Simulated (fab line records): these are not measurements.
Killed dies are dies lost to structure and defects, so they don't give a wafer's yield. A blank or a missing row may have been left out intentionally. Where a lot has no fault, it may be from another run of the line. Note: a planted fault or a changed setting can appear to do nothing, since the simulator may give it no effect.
The same fault as seen by 3 desks :: flow n5_finfet :: each desk holds nothing but its own numbers, with what lay behind them at the end

## AT THE METROLOGY DESK
What the gauges read for every lot (on any tool): the sampled wafers with a number, averaged. Any lot whose mean is over 4 standard deviations away from the usual mean is out of limits and marked OUT; that distance is given in the brackets. Of its 13 readings 7 are shown: those that lie furthest out on some lot.
Columns: A = cd_nm at N5_BEOL_M3_CD_MEAS_11, usual 16.96 nm; B = M3_OVL at N5_BEOL_M3_OVL_MEAS_12, usual 0.1 nm; C = DIBL_N at N5_BEOL_M4_RC_MEAS_101, usual 36.1 mV/V; D = DIBL_P at N5_BEOL_M4_RC_MEAS_101, usual 36.3 mV/V; E = IOFF_N at N5_BEOL_M4_RC_MEAS_101, usual 0.16 nA/um; F = SS_N at N5_BEOL_M4_RC_MEAS_101, usual 71.4 mV/dec; G = VT_P at N5_BEOL_M4_RC_MEAS_101, usual -250.0 mV
lot: L345
first seen here: day 8 07:10
A: 16.87
B: -1.8
C: 34.4
D: 35.9
E: 0.14
F: 70.8
G: -253.5

lot: L349
first seen here: day 9 04:09
A: 16.98
B: -0.2
C: 36.8
D: 36.9
E: 0.17
F: 71.8
G: -247.9

lot: L352
first seen here: day 10 09:25
A: 16.58
B: 0.1
C: 34.7
D: 34.3
E: 0.15
F: 71.0
G: -252.2

lot: L353
first seen here: day 11 10:26
A: 16.83
B: 0.8
C: 39.2
D: 40.7
E: 0.21
F: 72.2
G: -248.3

lot: L363
first seen here: day 12 22:40
A: 17.20
B: -0.9
C: 33.5
D: 33.8
E: 0.12
F: 70.4
G: -250.8

lot: L362
first seen here: day 13 03:01
A: 16.86
B: 0.3
C: 34.8
D: 35.5
E: 0.16
F: 71.0
G: -248.7
Finding of this desk: none of the 6 lots has anything out of limits.

## THE DEFECT DESK
Per lot, the means of the sampled wafers with a number show what the inspections along the route counted. Any lot whose mean is over 4 standard deviations away from the usual mean is out of limits and marked OUT; that distance is given in the brackets.
Columns: A = raw_defect_count at N5_BEOL_M2_INSPECT_59, usual 68; B = raw_defect_count at N5_BEOL_M3_INSPECT_13, usual 384
lot: L345
first seen here: day 8 07:04
A: 69
B: 489

lot: L349
first seen here: day 9 04:02
A: 66
B: 547

lot: L352
first seen here: day 10 09:17
A: 1443 (+69) OUT
B: 1649 (+14) OUT

lot: L353
first seen here: day 11 10:20
A: 1497 (+71) OUT
B: 1752 (+15) OUT

lot: L363
first seen here: day 12 22:34
A: 51
B: 337

lot: L362
first seen here: day 13 02:55
A: 74
B: 388
This desk finds L352, L353 out of limits, L352 being first, at day 10 09:17 (raw_defect_count at N5_BEOL_M2_INSPECT_59). Within limits: L345, L349, L363, L362.

## FOR THE TOOL OWNER'S DESK: cmp-03
The tool's own readings at N5_BEOL_M2_CMP_52 (polishes, stops on SiOC, t overpolish 6.8 s, target thk 40 nm): means of the sampled wafers that have a number, for each lot that ran on this tool. Any lot whose mean is over 4 standard deviations away from the usual mean is out of limits and marked OUT; that distance is given in the brackets.
Columns: A = barrier_field_endpoint_s at N5_BEOL_M2_CMP_52, usual 25.1 s; B = clearing_platen_down_force_psi at N5_BEOL_M2_CMP_52, usual 1.500 psi; C = motor_current_A at N5_BEOL_M2_CMP_52, usual 5.9 A; D = overpolish_run_s at N5_BEOL_M2_CMP_52, usual 6.801 s; E = time_to_endpoint_s at N5_BEOL_M2_CMP_52, usual 63 s
lot: L345
first seen here: day 8 06:34
A: 25.8
B: 1.501
C: 5.6
D: 6.805
E: 66

lot: L349
first seen here: day 9 03:28
A: 24.1
B: 1.502
C: 6.6
D: 6.790
E: 59

lot: L352
first seen here: day 10 08:41
A: 25.5
B: 1.500
C: 6.3
D: 6.806
E: 64

lot: L353
first seen here: day 11 09:46
A: 24.7
B: 1.499
C: 5.8
D: 6.793
E: 62
Finding of this desk: none of the 4 lots has anything out of limits.

## TAKEN TOGETHER
The defect desk could have raised an alarm at day 10 09:17, on L352, L353.
From the metrology desk's view, nothing was out of limits.
Nothing out of limits was seen by the tool owner's desk.
The metrology desk has L352, L353 on record, within its limits.
Tool owner's desk: L352, L353 on record, inside its limits.
N5_BEOL_M2_CMP_52 was run on cmp-03 by each of the lots named.

## WHAT WAS PUT IN BY THE SIMULATOR
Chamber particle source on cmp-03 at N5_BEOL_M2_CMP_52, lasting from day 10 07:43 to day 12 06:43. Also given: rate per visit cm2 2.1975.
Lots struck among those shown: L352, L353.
Hours from the fault's start to each desk's first reading out of limits: the defect desk, 2.
